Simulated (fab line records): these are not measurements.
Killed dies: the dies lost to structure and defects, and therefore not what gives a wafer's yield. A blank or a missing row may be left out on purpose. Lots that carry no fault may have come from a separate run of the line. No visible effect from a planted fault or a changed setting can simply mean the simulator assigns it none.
Split-lot study	flow n5Finfet	on a route of 1938 steps: 7 lots, 21 wafers read

ON THE SPLIT
At N5_FIN_CUT_COAT_19 (time 60 s, resist thk 20 nm), the setting spinRpm was moved away from the recipe's 1500 rpm on 9 of the 21 wafers read, by -6.6% to +9.9%. All remaining wafers had this setting at the recipe value.

FROM THE SPLIT TO THE READING: what the file shows between them, 5 steps
- N5_FIN_CUT_COAT_29: time 60 s, resist thk 10 nm
- N5_FIN_CUT_COAT_02: resist thk 30 nm
- N5_FIN_CUT_DESCUM_13: chemistry O2, time 7 s
- N5_FIN_CUT_ETCH_30: etches underlayer in N2/H2, target depth 13 nm, time 10.4 s
- N5_FIN_CUT_ETCH_20: etches SiARC in CF4, target depth 26 nm, time 43.3 s

THE READING
SiARC_of_FIN_CUT_COAT_19.thkNm (the simulator's own value, which no gauge read), in nm, at N5_FIN_CUT_ETCH_21 (etches SOC in N2/H2, target depth 219 nm, overetch 43.8 nm, time 523.5 s). There is no usual value for it anywhere in the file. The 12 wafers here that ran the recipe average 11.9 nm, standard deviation 0.15 nm.

wafer	tool, chamber at the split	spinRpm as run, rpm	against the recipe	SiARC_of_FIN_CUT_COAT_19.thkNm, nm	against lot-mates on the recipe
L074.2	lithoTrack-05, 0	1614	+7.6%	11.4	no lot-mate on the recipe
L074.4	lithoTrack-05, 0	1614	+7.6%	11	no lot-mate on the recipe
L074.6	lithoTrack-05, 0	1614	+7.6%	11	no lot-mate on the recipe
L075.3	lithoTrack-01, 0	1500	recipe	12	-
L075.5	lithoTrack-01, 0	1401	-6.6%	12.8	+0.7
L075.6	lithoTrack-01, 0	1500	recipe	12.2	-
L080.1	lithoTrack-05, 0	1500	recipe	11.6	-
L080.2	lithoTrack-05, 0	1500	recipe	11.8	-
L080.4	lithoTrack-05, 0	1500	recipe	11.8	-
L082.1	lithoTrack-05, 0	1500	recipe	11.8	-
L082.3	lithoTrack-05, 0	1500	recipe	11.8	-
L082.6	lithoTrack-05, 0	1423	-5.1%	12.4	+0.6
L084.3	lithoTrack-03, 0	1500	recipe	12	-
L084.5	lithoTrack-03, 0	1500	recipe	12	-
L084.4	lithoTrack-03, 0	1500	recipe	11.8	-
L088.2	lithoTrack-03, 0	1500	recipe	11.8	-
L088.4	lithoTrack-03, 0	1429	-4.7%	12.2	+0.4
L088.6	lithoTrack-03, 0	1429	-4.7%	12.4	+0.6
L091.3	lithoTrack-03, 0	1500	recipe	12	-
L091.5	lithoTrack-03, 0	1648	+9.9%	10.8	-1.2
L091.6	lithoTrack-03, 0	1648	+9.9%	11.2	-0.8

FIT RESULTS
A straight line over all 21 wafers: SiARC_of_FIN_CUT_COAT_19.thkNm changes by -0.0985 nm for each +1% of spinRpm; r = -0.94; the points scatter about the line by 0.17 nm.
The same after taking each lot's own level away (the mean of its wafers on the recipe; 18 wafers): -0.104 nm for each +1%; r = -0.97; scatter 0.11 nm.
On that fit, the largest move of spinRpm shifts the reading by 1 nm.
The lots' own levels span 11.73 to 12.10 nm, that is 2.4 times the standard deviation above.
So the lot-to-lot level changes the slope little: the two slopes agree.
Check: with one of the wafers moved furthest among these (+9.9%) left out of the fit, the line predicts -0.907 nm for it against its lot-mates. Against them it came out at -1.2 nm.

OTHER SPLITS APPLIED TO THESE WAFERS
Other splits were also applied to these wafers ahead of the reading. Each is held against what the fit with the lots' levels taken away leaves over:
other split on the same wafers	wafers away from the commonest value	r with SiARC_of_FIN_CUT_COAT_19.thkNm (lot level and that fit taken away)
N5_WELL_APT_COAT_02 spinRpm	3	-0.24
N5_PMOS_HMC_CHANNEL_EPI_EXPOSE_06 doseMj	7	+0.02
N5_PMOS_HMC_CHANNEL_EPI_PEB_07 pebTimeS	9	+0.13

THE WHOLE CHAIN: every reading that the file lists as answering this split, in the file's order
step	what it does	reading	change (the file's fit)	r (the file's)
N5_FIN_CUT_COAT_19	time 60 s, resist thk 20 nm	SiARC_of_FIN_CUT_COAT_19.thkNm (the simulator's own value, which no gauge read)	-0.0982 nm for each +1% of the setting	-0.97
N5_FIN_CUT_ETCH_20	etches SiARC in CF4, target depth 26 nm, time 43.3 s	etch.depthNm (the simulator's own value, which no gauge read)	-0.0978 nm for each +1% of the setting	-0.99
N5_FIN_CUT_ETCH_21	etches SOC in N2/H2, target depth 219 nm, overetch 43.8 nm, time 523.5 s	SiARC_of_FIN_CUT_COAT_19.thkNm (the simulator's own value, which no gauge read)	-0.105 nm for each +1% of the setting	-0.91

THE FILE'S OWN FIT
SiARC_of_FIN_CUT_COAT_19.thkNm changes by -0.105 nm for each +1% of spinRpm, r = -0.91.
